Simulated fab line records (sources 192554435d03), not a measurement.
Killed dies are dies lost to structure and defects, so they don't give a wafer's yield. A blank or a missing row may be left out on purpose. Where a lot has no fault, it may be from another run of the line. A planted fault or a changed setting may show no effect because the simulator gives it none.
Matching of chambers / flow n5 finfet / N5_FIN_SAQP_DESCUM_21 on rie diel-01: 4 sister chambers
The step chemistry O2, time 7.9 s. 4 wafers are shown with their chamber, then 10 later ones without.

## WAFERS PAIRED WITH THEIR CHAMBERS
wafer=L089.4; chamber=2; showerhead plenum p Torr (Torr)=2.12
wafer=L089.5; chamber=0; showerhead plenum p Torr (Torr)=2.13
wafer=L092.1; chamber=3; showerhead plenum p Torr (Torr)=2.10
wafer=L092.2; chamber=1; showerhead plenum p Torr (Torr)=2.05

## WAFERS WHOSE CHAMBER IS MISSING
wafer=L092.3; showerhead plenum p Torr (Torr)=2.13
wafer=L093.1; showerhead plenum p Torr (Torr)=2.05
wafer=L093.2; showerhead plenum p Torr (Torr)=2.12
wafer=L093.3; showerhead plenum p Torr (Torr)=2.12
wafer=L096.2; showerhead plenum p Torr (Torr)=2.04
wafer=L096.3; showerhead plenum p Torr (Torr)=2.12
wafer=L096.4; showerhead plenum p Torr (Torr)=2.10
wafer=L097.1; showerhead plenum p Torr (Torr)=2.12
wafer=L097.3; showerhead plenum p Torr (Torr)=2.11
wafer=L097.6; showerhead plenum p Torr (Torr)=2.11

## WHICH CHAMBER EACH ONE RAN IN
wafer=L092.3; from the rows above=can't be placed: 0 or 2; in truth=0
wafer=L093.1; from the rows above=1; in truth=1
wafer=L093.2; from the rows above=can't be placed: 2 or 0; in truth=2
wafer=L093.3; from the rows above=can't be placed: 2 or 0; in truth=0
wafer=L096.2; from the rows above=1; in truth=1
wafer=L096.3; from the rows above=can't be placed: 2 or 0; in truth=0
wafer=L096.4; from the rows above=3; in truth=3
wafer=L097.1; from the rows above=can't be placed: 2 or 0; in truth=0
wafer=L097.3; from the rows above=can't be placed: 3 or 2 or 0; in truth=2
wafer=L097.6; from the rows above=can't be placed: 3 or 2 or 0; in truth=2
3 of 10 placed correctly. Unplaceable from these rows: 7, with the true chamber sitting among the candidates in 7. 0 placed wrongly.
How it was worked out, from the rows above alone: a wafer's distance from a chamber is the root of the sum, over the readings, of the square of ((its reading less the chamber's mean) divided by the reading's scatter). If the next closest chamber is less than 2 further off than the closest, the wafer can't be placed; otherwise it belongs to the closest. The mean given for a chamber averages the wafers shown for that chamber. The scatter: root of mean squared gap, hidden wafer to nearest shown wafer, with one shown wafer a chamber.
